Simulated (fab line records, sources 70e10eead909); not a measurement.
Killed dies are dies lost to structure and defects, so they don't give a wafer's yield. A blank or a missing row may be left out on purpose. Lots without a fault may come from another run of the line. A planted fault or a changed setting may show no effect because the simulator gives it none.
Tool commonality check | flow nand_harc | 3 lots, 9 wafers sampled

WHY IT WAS OPENED
At NHARC_END_SORT_01 the reading killed_dies is flagged on 3 of 3 lots. Wafers without a fault read 32, standard deviation 9.
Rule: a lot is flagged when every wafer of it that has a number lies more than 4 standard deviations from that mean, or none has a number. The other lots count as sound.

lot  | measured     | on        | killed_dies, wafer by wafer | flag
L846 | day 20 23:13 | prober-02 | 677 677 677                 | FLAGGED
L849 | day 21 08:00 | prober-01 | 677 677 677                 | FLAGGED
L845 | day 21 09:22 | prober-02 | 677 677 677                 | FLAGGED
The numbers of the flagged lots are 677 on average: +645 against the usual, or +72 standard deviations.

WHICH TOOL RAN EACH LOT
The record holds 3 process steps before the reading, out of a route of 1159 steps. In each cell: the tool, then ch and the chambers that the sampled wafers went through, then the start.
lot  | flag    | NHARC_A_CHANNEL_HOLE_D1_ETCH_16 | NHARC_A_CHANNEL_HOLE_D1_ETCH_19 | NHARC_A_CHANNEL_HOLE_D1_ETCH_23
L846 | FLAGGED | rie_diel-10 ch 1,3, day 9 04:37 | har_etch-02 ch 0,1, day 9 07:14 | har_etch-02 ch 0,1, day 9 08:40
L849 | FLAGGED | rie_diel-02 ch 1,3, day 9 18:17 | har_etch-01 ch 0,1, day 9 18:54 | har_etch-01 ch 0,1, day 9 20:20
L845 | FLAGGED | rie_diel-02 ch 0,3, day 9 04:19 | har_etch-01 ch 0,1, day 9 07:10 | har_etch-01 ch 0,1, day 9 08:52
What these steps do:
- NHARC_A_CHANNEL_HOLE_D1_ETCH_16: etches the open film in O2/COS, target depth 3100 nm, time 806 s.
- NHARC_A_CHANNEL_HOLE_D1_ETCH_19: etches the open film in C4F8/O2/Ar, time 34.5 s.
- NHARC_A_CHANNEL_HOLE_D1_ETCH_23: etches the open film in C4F8/O2/Ar, time 819 s, target depth 1600 nm.
- NHARC_END_SORT_01

FLAGGED OVER TOTAL, TOOL BY TOOL (the gauges that took the reading come last)
step                            | tool        | lots run | flagged | share of the flagged lots | sound lots run after its first flagged lot
NHARC_A_CHANNEL_HOLE_D1_ETCH_16 | rie_diel-02 | 2        | 2       | some                      | 0
NHARC_A_CHANNEL_HOLE_D1_ETCH_16 | rie_diel-10 | 1        | 1       | some                      | 0
NHARC_A_CHANNEL_HOLE_D1_ETCH_19 | har_etch-01 | 2        | 2       | some                      | 0
NHARC_A_CHANNEL_HOLE_D1_ETCH_19 | har_etch-02 | 1        | 1       | some                      | 0
NHARC_A_CHANNEL_HOLE_D1_ETCH_23 | har_etch-01 | 2        | 2       | some                      | 0
NHARC_A_CHANNEL_HOLE_D1_ETCH_23 | har_etch-02 | 1        | 1       | some                      | 0
NHARC_END_SORT_01               | prober-01   | 1        | 1       | some                      | 0
NHARC_END_SORT_01               | prober-02   | 2        | 2       | some                      | 0

WHAT THE TABLE ALLOWS
No row of the table ran every flagged lot.

WHAT THE SIMULATOR HAD PUT IN
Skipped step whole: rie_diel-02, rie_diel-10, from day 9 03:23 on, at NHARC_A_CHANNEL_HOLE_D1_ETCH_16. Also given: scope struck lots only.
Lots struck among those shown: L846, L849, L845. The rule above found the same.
